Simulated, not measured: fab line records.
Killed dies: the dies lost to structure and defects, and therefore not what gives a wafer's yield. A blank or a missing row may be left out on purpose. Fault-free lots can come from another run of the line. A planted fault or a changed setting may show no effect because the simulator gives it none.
Matching of chambers | flow nand-harc | NHARC_A_ZERO_WELL_ETCH_19 on rie-diel-12 has 4 sister chambers
The step etches the open film in N2/H2, target depth 80 nm, overetch 24 nm, time 87.88 s. 4 wafers are shown with their chamber, then 7 later ones without.

== EACH WAFER AND ITS CHAMBER ==
wafer  | chamber | showerhead-plenum-p-Torr (Torr)
L080.5 | 3       | 1.90
L084.2 | 1       | 2.05
L084.6 | 0       | 2.06
L085.5 | 2       | 1.98

== WAFERS MISSING THEIR CHAMBER ==
wafer  | showerhead-plenum-p-Torr (Torr)
L085.6 | 2.05
L088.1 | 2.06
L088.3 | 1.89
L088.4 | 1.98
L096.1 | 2.05
L096.5 | 1.98
L096.6 | 2.05

== WHICH CHAMBER EACH ONE RAN IN ==
wafer  | from the rows above | in truth
L085.6 | 1                   | 1
L088.1 | 0                   | 0
L088.3 | 3                   | 3
L088.4 | 2                   | 2
L096.1 | 1                   | 1
L096.5 | 2                   | 2
L096.6 | 1                   | 1
Correct placement for 7 of the 7. Left unplaced by these rows: 0. Placed wrongly: 0.
How it was worked out, from the rows above alone: a wafer's distance from a chamber is the root of the sum, over the readings, of the square of ((its reading less the chamber's mean) divided by the reading's scatter). The wafer belongs to the nearest chamber; if the next one is less than 2 further off, it can't be placed. Each chamber's mean is taken over the wafers shown for it. The scatter: with one shown wafer a chamber, the root of the mean of the squares of how far each hidden wafer lies from its nearest shown one.
